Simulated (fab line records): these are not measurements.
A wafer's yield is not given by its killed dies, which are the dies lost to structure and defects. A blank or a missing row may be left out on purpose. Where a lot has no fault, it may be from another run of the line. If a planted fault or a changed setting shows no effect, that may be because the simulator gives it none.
Comparing a struck lot with a sound one | flow n5Finfet | 16 steps out of a route of 1938
Sound: wafers L889.1, L889.4, L889.6. Struck: wafer L899.1. (L899.4, L899.5 of the same lot were not struck and are left out.) The cause comes at the end.
Per side, at each step with rows, come the tool, then ch with its chambers, and then its first start. Under that, the readings that differ: sound wafers | struck wafers | difference of the means | sigmas: that difference in standard deviations of wafers without a fault.
alike: a reading whose means differ by less than 2 such deviations, as well as words and numbers matching on both sides. not compared: withheld readings; readings where some wafer has no value; bounds like >300 that might hide an equal value; numbers whose values overlap and for which the record gives no deviation.
Wherever a step has rows on one side only, a row that says differs or no value, or a row with sigmas, the two part there. Numbers that don't overlap but have no deviation are shown without sigmas and don't part them. A reading missing from all wafers of one side parts the sides only when that side holds two or more wafers.

first, 8 steps without rows for these wafers: N5_BEOL_M15_COAT_58 (time 60 s, resist thk 89 nm); N5_BEOL_M15_COAT_04 (resist thk 800 nm); N5_BEOL_M15_EBR_06; N5_BEOL_M15_SOFTBAKE_05 (time 60 s); N5_BEOL_M15_EXPOSE_07 (exposes mask V14); N5_BEOL_M15_PEB_08 (peb time 90 s); N5_BEOL_M15_DEVELOP_09 (develop time 45 s); N5_BEOL_M15_HARDBAKE_14 (time 120 s).
N5_BEOL_M15_CD_MEAS_10 targets a cd of 360 nm.
  sound on cdSem-03 ch 0, day 11 17:21; struck on cdSem-01 ch 0, day 14 00:10
  alike: cdNm
N5_BEOL_M15_OVL_MEAS_11:
  sound on overlay-01 ch 0, day 11 17:23; struck on overlay-02 ch 0, day 14 00:12
reading      | sound  | struck | difference | sigmas
V14_OVL (nm) | 10 8 6 | -5     | -13        | -2
N5_BEOL_M15_INSPECT_12: inspects for defects (macro).
  sound: defectInspect-02 at day 11 17:25; struck: defectInspect-01 at day 14 00:14
  alike: rawDefectCount
N5_BEOL_M15_DESCUM_15: chemistry O2, time 7.9 s.
  sound on rieDiel-01 ch 2,3, day 11 17:34; struck on rieDiel-04 ch 0, day 14 00:16
  alike: drypumpMotorCurrentA, oesProductAu, rfVppV, showerheadPlenumPTorr, throttleValvePct
  not compared: rfHoursCounterH
N5_BEOL_M15_ETCH_59: etches BARC in N2/H2, target depth 89 nm, overetch 26.7 nm, time 67.9 s.
  sound on rieDiel-01 ch 2,3, day 11 17:35; struck on rieDiel-04 ch 0, day 14 00:18
reading                                   | sound             | struck | difference | sigmas
runLengthS (s)                            | 91.3 90.9 90.8    | 78.7   | -12.3      | -34
model.coat_of_BEOL_M15_COAT_04.thkNm (nm) | 720.2 720.8 717.4 | 725.2  | +5.7       | 
  alike: drypumpMotorCurrentA, oesProductAu, rfVppV, showerheadPlenumPTorr, throttleValvePct
  not compared: biasW, rfHoursCounterH
N5_BEOL_M15_VIA_ETCH_16: etches SiO2 in C4F8/O2/Ar, target depth 1792.2 nm.
  sound on rieDiel-01 ch 2,3, day 11 17:38; struck on rieDiel-04 ch 0, day 14 00:21
reading                                   | sound           | struck | difference | sigmas
model.coat_of_BEOL_M15_COAT_04.thkNm (nm) | 337.2 331.6 327 | 351.4  | +19.5      | 
  alike: biasW, drypumpMotorCurrentA, oes_o_777_au, oesProductAu, rfVppV, showerheadPlenumPTorr, throttleValvePct
N5_BEOL_M15_STRIP_63: strips in O2.
  sound on rieDiel-01 ch 2,3; struck on rieDiel-04 ch 0
reading    | sound       | struck | difference | sigmas
rfVppV (V) | 2.6 3.8 2.9 | 4.9    | +1.8       | +2
  alike: drypumpMotorCurrentA, oesProductAu, showerheadPlenumPTorr, throttleValvePct
  not compared: rfHoursCounterH
after that, 1 step had no rows for these wafers: N5_PASSIVATION_PROBE_49.

## WHERE THEY PART
First at N5_BEOL_M15_OVL_MEAS_11; last, within this record, at N5_BEOL_M15_STRIP_63.

WHY: the cause the simulator had injected
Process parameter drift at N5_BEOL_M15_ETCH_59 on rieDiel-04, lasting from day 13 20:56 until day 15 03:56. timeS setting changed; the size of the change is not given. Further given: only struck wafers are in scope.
